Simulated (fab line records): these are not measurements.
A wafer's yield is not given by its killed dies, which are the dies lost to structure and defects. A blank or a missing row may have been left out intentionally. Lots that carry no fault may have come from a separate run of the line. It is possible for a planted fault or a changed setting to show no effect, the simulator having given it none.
A lot that was struck, set against a sound lot -- flow n5Finfet -- 15 out of 1938 route steps
Sound: the wafers L574.2, L574.4, L574.6. Struck: wafer L587.4 (left out: L587.5, L587.6 of the same lot, which were not struck); the cause appears at the end.
For every step that has rows: the tool of each side, followed by ch and its chambers, followed by its first start. Under that, the readings that differ: sound wafers -- struck wafers -- difference of the means -- sigmas: that difference in standard deviations of wafers without a fault.
alike: a reading whose means differ by less than 2 such deviations, as well as words and numbers matching on both sides. not compared: withheld readings; readings where some wafer has no value; bounds like >300 that might hide an equal value; numbers whose values overlap and for which the record gives no deviation.
A row with sigmas, a row that says differs or no value, or rows on one side alone: a step with any of these is where the two part. Non-overlapping numbers with no deviation appear without sigmas and do not part them. A reading that every wafer of one side lacks parts them only if that side has two wafers or more.

N5_BEOL_M7_CD_MEAS_28 targets a cd of 40 nm.
  sound on cdSem-03 ch 0, day 8 20:14; struck on cdSem-02 ch 0, day 12 09:10
  alike: cdNm
N5_BEOL_M7_OVL_MEAS_29:
  sound on overlay-01 ch 0, day 8 20:17; struck on overlay-02 ch 0, day 12 09:13
  alike: V6_OVL
N5_BEOL_M7_INSPECT_30: inspects for defects (brightfield).
  sound on defectInspect-02, day 8 20:20; struck on defectInspect-02, day 12 09:16
  alike: rawDefectCount
then, 2 steps without rows for these wafers: N5_BEOL_M7_DESCUM_33 (chemistry O2, time 7 s); N5_BEOL_M7_ETCH_72 (etches underlayer in N2/H2, target depth 6.5 nm, time 5.2 s).
N5_BEOL_M7_ETCH_65: etches SiARC in CF4, target depth 15.6 nm, time 26 s.
  sound on rieDiel-01 ch 0,3, day 8 20:25; struck on rieDiel-03 ch 0, day 12 09:20
  alike: biasW, drypumpMotorCurrentA, etchRfOnTimeS, oesProductAu, rfVppV, showerheadPlenumPTorr, throttleValvePct
  not compared: rfHoursCounterH
N5_BEOL_M7_ETCH_66: etches SOC in N2/H2, target depth 80 nm, overetch 16 nm, time 120 s.
  sound on rieDiel-01 ch 0,3, day 8 20:26; struck on rieDiel-03 ch 0, day 12 09:22
  alike: biasW, drypumpMotorCurrentA, oesProductAu, rfVppV, showerheadPlenumPTorr, throttleValvePct
  not compared: rfHoursCounterH
then, 2 steps without rows for these wafers: N5_BEOL_M7_STRIP_69 (strips in N2/H2); N5_BEOL_M7_STRIP_73 (strips in N2/H2).
N5_BEOL_M7_VIA_ETCH_34: etches SiCOH lowk in C4F6/O2, target depth 125.5 nm, time 50.5 s.
  sound on rieDiel-01 ch 0,3, day 8 20:32; struck on rieDiel-03 ch 0, day 12 09:28
reading,sound,struck,difference,sigmas
biasW (W),184.5 184.0 185.0,186.0,+1.5,+3
  alike: drypumpMotorCurrentA, oesProductAu, rfVppV, showerheadPlenumPTorr, throttleValvePct
  not compared: rfHoursCounterH
then, 1 step without rows for these wafers: N5_BEOL_M7_STRIP_76 (strips in C4F6/O2).
N5_BEOL_M7_STRIP_36: strips in N2/H2.
  sound on rieDiel-01 ch 0,3, day 8 20:36; struck on rieDiel-03 ch 0, day 12 09:32
  alike: drypumpMotorCurrentA, oesProductAu, rfVppV, showerheadPlenumPTorr, throttleValvePct
  not compared: rfHoursCounterH
N5_BEOL_M7_TRENCH_ETCH_37: etches SiCOH lowk in C4F6/O2, target depth 93.478 nm, time 31.2 s.
  sound on rieDiel-01 ch 0,3, day 8 20:38; struck on rieDiel-03 ch 0, day 12 09:34
reading,sound,struck,difference,sigmas
biasW (W),184.6 185.1 184.9,203.3,+18.4,+38
rfVppV (V),689 674 689,750,+66,+3
  alike: drypumpMotorCurrentA, oesProductAu, showerheadPlenumPTorr, throttleValvePct
  not compared: rfHoursCounterH
N5_BEOL_M7_ETCH_41: etches SiCN in CH3F/O2, target depth 31.9 nm, time 57.8 s.
  sound on rieDiel-01 ch 0,3; struck on rieDiel-03 ch 0
reading,sound,struck,difference,sigmas
biasW (W),74.65 74.71 74.91,75.54,+0.78,+3
  alike: drypumpMotorCurrentA, oesProductAu, rfVppV, showerheadPlenumPTorr, throttleValvePct
  not compared: rfHoursCounterH
-- a jump in the record: the struck wafers' starts before and after are 3 days apart (it breaks off in module BEOL_M7 and resumes in module PASSIVATION, where the first step shown is number 1936 of the route) --
N5_PASSIVATION_PROBE_49:
  sound on prober-02, day 12 02:58; struck on prober-02, day 15 12:04
  alike: defectLimitedYield, killed_at_M0_to_M3, killed_at_M4_up, killedAtContacts, killedAtFrontEnd, killedAtOther, killedDies, killedOpen, killedShort, sort_bin_4_leakage, sort_bin_5_function, sort_bin_6_memory, sort_bin_8_speed, sortNPass, sortYieldPct

WHERE THEY PART
At N5_BEOL_M7_VIA_ETCH_34 first; at N5_BEOL_M7_ETCH_41 last (within this record only). Later steps at which nothing parts them and some readings are alike: N5_PASSIVATION_PROBE_49.

WHY: whatever the simulator had introduced
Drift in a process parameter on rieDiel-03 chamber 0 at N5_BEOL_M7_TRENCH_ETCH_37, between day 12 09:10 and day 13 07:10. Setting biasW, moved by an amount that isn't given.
